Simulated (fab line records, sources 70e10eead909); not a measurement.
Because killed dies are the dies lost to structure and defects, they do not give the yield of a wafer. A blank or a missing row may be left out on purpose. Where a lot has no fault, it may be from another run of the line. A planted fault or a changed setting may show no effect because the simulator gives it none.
Which tool is to blame? | flow nandHarc | Sampling: 12 lots, 36 wafers, 6 of 1302 route steps

== WHAT THE GAUGES SHOWED, per wafer ==
NHARC_P_GATE_CD_MEAS_91 targets a cd of 2000 nm.
lot  | measured     | on       | cdNm (nm)
L914 | day 6 01:40  | cdSem-01 | 2002.3 1999.7 2001.1
L915 | day 6 12:23  | cdSem-01 | 2001.5 1999.9 2001.7
L916 | day 7 01:23  | cdSem-03 | 2000.1 2001.8 2001.6
L917 | day 7 05:53  | cdSem-01 | 1999.7 2000.7 1996.6
L919 | day 8 03:07  | cdSem-03 | 1998.5 1998.9 1998.9
L921 | day 9 02:32  | cdSem-02 | 2001.6 2001.9 2002.5
L922 | day 9 06:49  | cdSem-02 | - - -
L931 | day 13 14:53 | cdSem-01 | 2000.3 2001.5 2000.5
L933 | day 14 02:18 | cdSem-03 | 1999.0 1999.5 1999.8
L934 | day 14 02:53 | cdSem-01 | 2001.3 1999.8 2002.0
L932 | day 14 08:30 | cdSem-01 | 2000.6 2000.3 1998.8
L936 | day 15 05:05 | cdSem-02 | 1998.0 2000.5 1998.3

NHARC_END_SORT_01.
lot  | measured     | on        | killedAtArray | killedAtOther | killedAtPeriphery | killedDies  | killedOpen | killedShort
L922 | day 28 12:40 | prober-01 | 33 27 32      | 1 0 1         | 643 650 644       | 677 677 677 | 3 4 3      | 1 2 3

== EACH LOT AND THE TOOL THAT RAN IT (in order: tool; ch and the chambers of the sampled wafers; start) ==
lot  | NHARC_P_GATE_ETCHBACK_37                     | NHARC_P_GATE_EXPOSE_88           | NHARC_P_GATE_STRIP_95               | NHARC_P_GATE_RTA_82
L914 | rieDiel-03 ch 1,2,3, day 6 01:31 or earlier  | krfScanner-02 ch 0, day 6 01:31  | plasmaAsher-01 ch 0,1, day 6 02:55  | rtpAnneal-01 ch 0, day 6 04:35
L915 | rieDiel-05 ch 1,2,3, day 6 12:14 or earlier  | krfScanner-03 ch 0, day 6 12:14  | plasmaAsher-02 ch 0,1, day 6 13:38  | rtpAnneal-01 ch 0, day 6 15:17
L916 | rieDiel-05 ch 0,2, day 7 01:14 or earlier    | krfScanner-01 ch 0, day 7 01:14  | plasmaAsher-02 ch 0,1, day 7 02:40  | rtpAnneal-02 ch 0, day 7 04:22
L917 | rieDiel-05 ch 1,2,3, day 7 05:44 or earlier  | krfScanner-03 ch 0, day 7 05:44  | plasmaAsher-02 ch 0,1, day 7 07:10  | rtpAnneal-01 ch 0, day 7 09:00
L919 | rieDiel-07 ch 0,1,2, day 8 02:58 or earlier  | krfScanner-02 ch 0, day 8 02:58  | plasmaAsher-02 ch 0,1, day 8 04:23  | rtpAnneal-01 ch 0, day 8 06:05
L921 | rieDiel-07 ch 2,3, day 9 02:23 or earlier    | krfScanner-03 ch 0, day 9 02:23  | plasmaAsher-02 ch 0,1, day 9 03:50  | rtpAnneal-02 ch 0, day 9 05:35
L922 | rieDiel-07 ch 1,2, day 9 06:40 or earlier    | krfScanner-03 ch 0, day 9 06:40  | plasmaAsher-01 ch 1, day 9 08:05    | rtpAnneal-01 ch 0, day 9 09:47
L931 | rieDiel-05 ch 0,2,3, day 13 14:44 or earlier | krfScanner-01 ch 0, day 13 14:44 | plasmaAsher-02 ch 0,1, day 13 16:16 | rtpAnneal-02 ch 0, day 13 18:00
L933 | rieDiel-03 ch 0,1, day 14 02:08 or earlier   | krfScanner-03 ch 0, day 14 02:08 | plasmaAsher-01 ch 0,1, day 14 03:34 | rtpAnneal-01 ch 0, day 14 05:13
L934 | rieDiel-07 ch 0,3, day 14 02:44 or earlier   | krfScanner-03 ch 0, day 14 02:44 | plasmaAsher-02 ch 1, day 14 04:16   | rtpAnneal-01 ch 0, day 14 06:08
L932 | rieDiel-07 ch 1,2,3, day 14 08:20 or earlier | krfScanner-03 ch 0, day 14 08:20 | plasmaAsher-01 ch 0,1, day 14 09:47 | rtpAnneal-01 ch 0, day 14 11:23
L936 | rieDiel-05 ch 0,3, day 15 04:56 or earlier   | krfScanner-03 ch 0, day 15 04:56 | plasmaAsher-01 ch 0,1, day 15 06:20 | rtpAnneal-01 ch 0, day 15 07:58
- NHARC_P_GATE_ETCHBACK_37: etches the open film in CHF3/O2, target depth 34.5 nm, time 17.2 s.
- NHARC_P_GATE_EXPOSE_88: exposes mask P HVN, target cd 2000 nm.
- NHARC_P_GATE_STRIP_95: strips in O2.
- NHARC_P_GATE_RTA_82: time 30 s.

== AS READ BY THE TOOLS THEMSELVES (means over the sampled wafers that have a number; for cases with no such wafer, the mark the record gives instead) ==
NHARC_P_GATE_ETCHBACK_37.
lot  | tool       | drypumpMotorCurrentA (A) | oesProductAu (a.u.) | rfVppV (V) | showerheadPlenumPTorr (Torr) | throttleValvePct (%)
L914 | rieDiel-03 | 5.8                      | 1.00                | 369.6      | 2.39                         | 20.581
L915 | rieDiel-05 | 5.6                      | 0.93                | 373.6      | 2.54                         | 20.573
L916 | rieDiel-05 | 5.5                      | 0.95                | 374.5      | 2.54                         | 20.570
L917 | rieDiel-05 | 5.6                      | 0.92                | 373.7      | 2.54                         | 20.572
L919 | rieDiel-07 | 5.7                      | 0.93                | 369.4      | 2.34                         | 20.571
L921 | rieDiel-07 | 5.6                      | 1.00                | 369.0      | 2.37                         | 20.573
L922 | rieDiel-07 | 5.5                      | 1.00                | 369.2      | 2.32                         | 20.565
L931 | rieDiel-05 | 5.8                      | 0.93                | 373.6      | 2.51                         | 20.570
L933 | rieDiel-03 | 5.5                      | 0.92                | 368.2      | 2.27                         | 20.569
L934 | rieDiel-07 | 6.2                      | 1.01                | 369.9      | 2.41                         | 20.577
L932 | rieDiel-07 | 5.7                      | 1.00                | 369.5      | 2.36                         | 20.578
L936 | rieDiel-05 | 6.2                      | 0.92                | 372.2      | 2.47                         | 20.571

NHARC_P_GATE_STRIP_95.
lot  | tool           | drypumpMotorCurrentA (A) | heaterPowerW (W)
L914 | plasmaAsher-01 | 5.4                      | 336
L915 | plasmaAsher-02 | 5.4                      | 350
L916 | plasmaAsher-02 | 5.2                      | 341
L917 | plasmaAsher-02 | 5.3                      | 336
L919 | plasmaAsher-02 | 5.4                      | 350
L921 | plasmaAsher-02 | 5.4                      | 347
L922 | plasmaAsher-01 | 6.5                      | 311
L931 | plasmaAsher-02 | 5.4                      | 340
L933 | plasmaAsher-01 | 6.0                      | 322
L934 | plasmaAsher-02 | 5.2                      | 306
L932 | plasmaAsher-01 | 5.4                      | 330
L936 | plasmaAsher-01 | 6.0                      | 326

NHARC_P_GATE_RTA_82.
lot  | tool         | lampPowerPct (%) | wafer_temp_C_max
L914 | rtpAnneal-01 | 4.23             | 451.8
L915 | rtpAnneal-01 | 4.24             | 452.6
L916 | rtpAnneal-02 | 4.35             | 452.0
L917 | rtpAnneal-01 | 4.24             | 452.2
L919 | rtpAnneal-01 | 4.24             | 452.3
L921 | rtpAnneal-02 | 4.35             | 451.3
L922 | rtpAnneal-01 | 4.24             | 452.5
L931 | rtpAnneal-02 | 4.34             | 451.9
L933 | rtpAnneal-01 | 4.23             | 451.6
L934 | rtpAnneal-01 | 4.24             | 451.6
L932 | rtpAnneal-01 | 4.24             | 452.1
L936 | rtpAnneal-01 | 4.24             | 451.9

== THE ANSWER, worked out from the rows above alone ==
Rule: the usual values come from the lots themselves. Put in order of their means at a reading, lots are off if they are a third of the lots or fewer, leave a main group of 4 or more, and stand apart from it by a gap of 3 or more times the standard deviation of the main group's means; of several such gaps the widest counts. A main group is skipped when, at the precision printed for the reading in the tables above, its means are all equal. Also off: a lot with no number at a reading for which 4 or more lots have one. Any other lot the step has rows for is counted as sound. Order of review: gauges by route order, followed by the tools' own readings, for which a lot's mean as printed above is used. At the first step where some lot is off, the reading lying furthest off is the one used; lots without a number count as furthest.
Off: L922, at NHARC_P_GATE_CD_MEAS_91 (cdNm). Without a number there: L922. The main group has a mean of 2000.3 nm with a standard deviation of 1.1.
A tool fits if, at a process step before that reading, it ran every lot that is off, and no sound lot after the first of them. Not tried: the gauges at NHARC_P_GATE_CD_MEAS_91; whatever is off there is also off at NHARC_P_GATE_STRIP_95, on other tools, and gauge error can't account for it. Because NHARC_P_GATE_ETCHBACK_37 lacks a start for some lots, the hours and order of its lots are taken from NHARC_P_GATE_EXPOSE_88. No candidate that was tried fits.

== WHAT HAD BEEN PUT IN BY THE SIMULATOR ==
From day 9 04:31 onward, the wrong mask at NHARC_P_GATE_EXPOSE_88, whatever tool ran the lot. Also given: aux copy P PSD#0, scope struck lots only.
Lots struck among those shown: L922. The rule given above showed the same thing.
